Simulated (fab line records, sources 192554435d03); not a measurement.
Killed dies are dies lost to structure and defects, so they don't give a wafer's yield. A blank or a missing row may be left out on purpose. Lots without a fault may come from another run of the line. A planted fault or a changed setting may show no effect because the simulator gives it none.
One fault seen from 2 desks | flow n5_finfet | each desk has only its own numbers; what lay behind them comes last

THE METROLOGY DESK
What the gauges read, lot by lot, whatever tool the lot ran on: means of the sampled wafers that have a number. A lot is out of limits, marked OUT, if its mean lies more than 4 standard deviations from the usual mean; the brackets give that distance. Of its 10 readings 7 are shown: those that lie furthest out on some lot.
Columns: A = DIBL_N at N5_BEOL_M4_RC_MEAS_101, usual 37.0 mV/V; B = DIBL_P at N5_BEOL_M4_RC_MEAS_101, usual 37.3 mV/V; C = IOFF_N at N5_BEOL_M4_RC_MEAS_101, usual 0.17 nA/um; D = IOFF_P at N5_BEOL_M4_RC_MEAS_101, usual 0.23 nA/um; E = ION_N at N5_BEOL_M4_RC_MEAS_101, usual 675 uA/um; F = SS_N at N5_BEOL_M4_RC_MEAS_101, usual 71.7 mV/dec; G = VT_P at N5_BEOL_M4_RC_MEAS_101, usual -250 mV
lot  | first seen here | A    | B    | C    | D    | E   | F    | G
L870 | day 7 23:18     | 40.4 | 40.4 | 0.25 | 0.31 | 689 | 72.4 | -247
L873 | day 8 22:55     | 38.3 | 39.3 | 0.20 | 0.22 | 684 | 72.0 | -251
L874 | day 9 01:54     | 36.6 | 37.9 | 0.16 | 0.24 | 677 | 71.2 | -248
L883 | day 11 10:53    | 35.0 | 36.2 | 0.17 | 0.24 | 670 | 70.8 | -248
L884 | day 12 16:50    | 36.2 | 35.1 | 0.14 | 0.21 | 656 | 71.9 | -251
L886 | day 12 21:28    | 40.2 | 42.7 | 0.26 | 0.29 | 696 | 73.2 | -246
L888 | day 12 22:43    | 33.8 | 35.4 | 0.14 | 0.16 | 666 | 71.5 | -256
L889 | day 13 00:56    | 36.2 | 33.8 | 0.15 | 0.19 | 674 | 71.3 | -252
L891 | day 13 20:28    | 38.9 | 37.3 | 0.18 | 0.22 | 667 | 71.8 | -254
This desk's finding: nothing out of limits on any of the 9 lots.

THE TOOL OWNER'S DESK: rie_diel-01
The tool's own readings at N5_FIN_SAQP_HM_OPEN_33 (chemistry CH3F/O2, target SiNx, target depth 49.4 nm, time 70.6 s): means of the sampled wafers that have a number, for each lot that ran on this tool. A lot is out of limits, marked OUT, if its mean lies more than 4 standard deviations from the usual mean; the brackets give that distance.
Columns: A = drypump_motor_current_A at N5_FIN_SAQP_HM_OPEN_33, usual 5.6 A; B = etch_rf_on_time_s at N5_FIN_SAQP_HM_OPEN_33, usual 69.5 s; C = oes_product_au at N5_FIN_SAQP_HM_OPEN_33, usual 0.63 a.u.; D = rf_vpp_V at N5_FIN_SAQP_HM_OPEN_33, usual 295 V; E = showerhead_plenum_p_Torr at N5_FIN_SAQP_HM_OPEN_33, usual 2.00 Torr; F = throttle_valve_pct at N5_FIN_SAQP_HM_OPEN_33, usual 16.33 %
lot  | first seen here | A   | B               | C    | D   | E    | F
L870 | day 2 01:23     | 5.9 | 69.2            | 0.62 | 303 | 2.04 | 16.31
L873 | day 2 21:52     | 5.9 | 69.8            | 0.62 | 304 | 2.04 | 16.32
L874 | day 3 01:24     | 5.7 | 68.1            | 0.60 | 299 | 1.98 | 16.31
L883 | day 5 07:40     | 5.8 | 56.9 (-6.6) OUT | 0.67 | 302 | 1.96 | 16.38
L884 | day 5 14:15     | 5.8 | 56.2 (-7.0) OUT | 0.72 | 298 | 1.98 | 16.36
L886 | day 6 01:31     | 5.9 | 56.9 (-6.6) OUT | 0.73 | 307 | 2.07 | 16.38
This desk's finding: out of limits on L883, L884, L886; first on L883, day 5 07:40 (etch_rf_on_time_s at N5_FIN_SAQP_HM_OPEN_33). In limits: L870, L873, L874.

PUT TOGETHER
The tool owner's desk could have raised an alarm at day 5 07:40, on L883, L884, L886.
The metrology desk saw nothing out of limits.
The metrology desk has L883, L884, L886 on record, within its limits.
Of the lots named, all ran N5_FIN_SAQP_HM_OPEN_33 on rie_diel-01.

WHAT THE SIMULATOR HAD PUT IN
Process parameter drift: rie_diel-01, from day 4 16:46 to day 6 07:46, at N5_FIN_SAQP_HM_OPEN_33. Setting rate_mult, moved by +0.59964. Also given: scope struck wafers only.
Lots struck among those shown: L883, L884, L886.
Hours from the fault's start to each desk's first reading out of limits: the tool owner's desk, 15.
